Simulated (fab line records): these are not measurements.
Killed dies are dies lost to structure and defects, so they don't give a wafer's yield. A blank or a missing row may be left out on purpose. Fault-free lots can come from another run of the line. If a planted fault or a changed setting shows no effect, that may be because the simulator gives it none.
Split-lot study + flow n5_finfet + 21 wafers read from 7 lots, route of 1938 steps

== THE SPLIT ==
At N5_DUMMY_GATE_COAT_34 (time 60 s, resist thk 60 nm), the setting spin_rpm was moved away from the recipe's 1500 rpm on 7 of the 21 wafers read, by -5.3% to +7.3%. For the rest of the wafers, this setting stayed at what the recipe calls for.

== FROM THE SPLIT TO THE READING: what the file shows between them, 9 steps ==
- N5_DUMMY_GATE_COAT_28: time 60 s, resist thk 10 nm (also split here: spin_rpm)
- N5_DUMMY_GATE_COAT_09: resist thk 30 nm
- N5_DUMMY_GATE_EBR_11
- N5_DUMMY_GATE_ETCH_29: etches underlayer in N2/H2, target depth 13 nm
- N5_DUMMY_GATE_ETCH_36: etches SiARC in CF4, target depth 13 nm
- N5_DUMMY_GATE_ETCH_37: etches SOC in N2/H2, target depth 60 nm, overetch 30 nm
- N5_DUMMY_GATE_STRIP_38: strips in N2/H2
- N5_DUMMY_GATE_STRIP_39: strips in N2/H2
- N5_DUMMY_GATE_STRIP_40: strips in CF4

== THE READING ==
SOC_of_DUMMY_GATE_COAT_34.thk_nm (the simulator's own value, which no gauge read), in nm, at N5_DUMMY_GATE_ETCH_31 (etches SiO2 in C4F6/O2, target depth 82.5 nm, time 27.5 s). The file gives no usual value for it. Average 51.6 nm, standard deviation 0.29 nm, over the 14 wafers here run with the recipe.

| wafer  | tool, chamber at the split | spin_rpm as run, rpm | against the recipe | SOC_of_DUMMY_GATE_COAT_34.thk_nm, nm | against lot-mates on the recipe |
|--------|----------------------------|----------------------|--------------------|--------------------------------------|---------------------------------|
| L079.2 | litho_track-01, 0          | 1608                 | +7.2%              | 49.8                                 | -1.8                            |
| L079.3 | litho_track-01, 0          | 1500                 | recipe             | 51.6                                 | -                               |
| L079.4 | litho_track-01, 0          | 1608                 | +7.2%              | 50                                   | -1.6                            |
| L084.2 | litho_track-02, 0          | 1500                 | recipe             | 51.6                                 | -                               |
| L084.3 | litho_track-02, 0          | 1610                 | +7.3%              | 49.8                                 | -1.8                            |
| L084.5 | litho_track-02, 0          | 1610                 | +7.3%              | 49.2                                 | -2.4                            |
| L089.3 | litho_track-02, 0          | 1500                 | recipe             | 52                                   | -                               |
| L089.5 | litho_track-02, 0          | 1553                 | +3.5%              | 51.4                                 | -0.6                            |
| L089.6 | litho_track-02, 0          | 1553                 | +3.5%              | 50.6                                 | -1.4                            |
| L093.1 | litho_track-01, 0          | 1500                 | recipe             | 51.6                                 | -                               |
| L093.4 | litho_track-01, 0          | 1500                 | recipe             | 51.8                                 | -                               |
| L093.6 | litho_track-01, 0          | 1500                 | recipe             | 51.8                                 | -                               |
| L092.1 | litho_track-01, 0          | 1500                 | recipe             | 51.2                                 | -                               |
| L092.5 | litho_track-01, 0          | 1500                 | recipe             | 51.2                                 | -                               |
| L092.2 | litho_track-01, 0          | 1500                 | recipe             | 51                                   | -                               |
| L096.2 | litho_track-01, 0          | 1420                 | -5.3%              | 53.4                                 | +1.7                            |
| L096.3 | litho_track-01, 0          | 1500                 | recipe             | 51.6                                 | -                               |
| L096.5 | litho_track-01, 0          | 1500                 | recipe             | 51.8                                 | -                               |
| L097.1 | litho_track-01, 0          | 1500                 | recipe             | 51.4                                 | -                               |
| L097.4 | litho_track-01, 0          | 1500                 | recipe             | 52                                   | -                               |
| L097.6 | litho_track-01, 0          | 1500                 | recipe             | 51.6                                 | -                               |

THE FIT
A straight line over all 21 wafers: SOC_of_DUMMY_GATE_COAT_34.thk_nm changes by -0.267 nm for each +1% of spin_rpm; r = -0.94; the points scatter about the line by 0.34 nm.
The same after taking each lot's own level away (the mean of its wafers on the recipe; 21 wafers): -0.273 nm for each +1%; r = -0.97; scatter 0.23 nm.
The reading moves by 2 nm for the largest change in spin_rpm, on that fit.
The lots' own levels span 51.13 to 52.00 nm, that is 3.0 times the standard deviation above.
So the lot-to-lot level changes the slope little: the two slopes agree.
Check: for one of the wafers moved furthest among these (+7.3%), held out of the fit, the line's prediction against its lot-mates is -2.02 nm. It came out at -1.8 nm against them.

== ADDITIONAL SPLITS CARRIED BY THESE WAFERS ==
Other splits were also applied to these wafers ahead of the reading. Each is held against what the fit with the lots' levels taken away leaves over:
| other split on the same wafers  | wafers away from the commonest value | r with SOC_of_DUMMY_GATE_COAT_34.thk_nm (lot level and that fit taken away) |
|---------------------------------|--------------------------------------|-----------------------------------------------------------------------------|
| N5_WELL_APT_EXPOSE_05 dose_mj   | 10                                   | -0.15                                                                       |
| N5_FIN_CUT_CUT_ETCH_26 source_w | 7                                    | -0.20                                                                       |
| N5_DUMMY_GATE_COAT_28 spin_rpm  | 8                                    | +0.10                                                                       |

== THE WHOLE CHAIN: every reading that the file lists as answering this split, in the file's order ==
| step                  | what it does                                              | reading                                                                           | change (the file's fit)               | r (the file's) |
|-----------------------|-----------------------------------------------------------|-----------------------------------------------------------------------------------|---------------------------------------|----------------|
| N5_DUMMY_GATE_COAT_34 | time 60 s, resist thk 60 nm                               | SOC_of_DUMMY_GATE_COAT_34.thk_nm (the simulator's own value, which no gauge read) | -0.288 nm for each +1% of the setting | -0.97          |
| N5_DUMMY_GATE_ETCH_37 | etches SOC in N2/H2, target depth 60 nm, overetch 30 nm   | etch.depth_nm (the simulator's own value, which no gauge read)                    | -0.292 nm for each +1% of the setting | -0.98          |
| N5_DUMMY_GATE_ETCH_31 | etches SiO2 in C4F6/O2, target depth 82.5 nm, time 27.5 s | SOC_of_DUMMY_GATE_COAT_34.thk_nm (the simulator's own value, which no gauge read) | -0.275 nm for each +1% of the setting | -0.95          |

== FILE'S OWN FIT ==
SOC_of_DUMMY_GATE_COAT_34.thk_nm changes by -0.275 nm for each +1% of spin_rpm, r = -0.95.
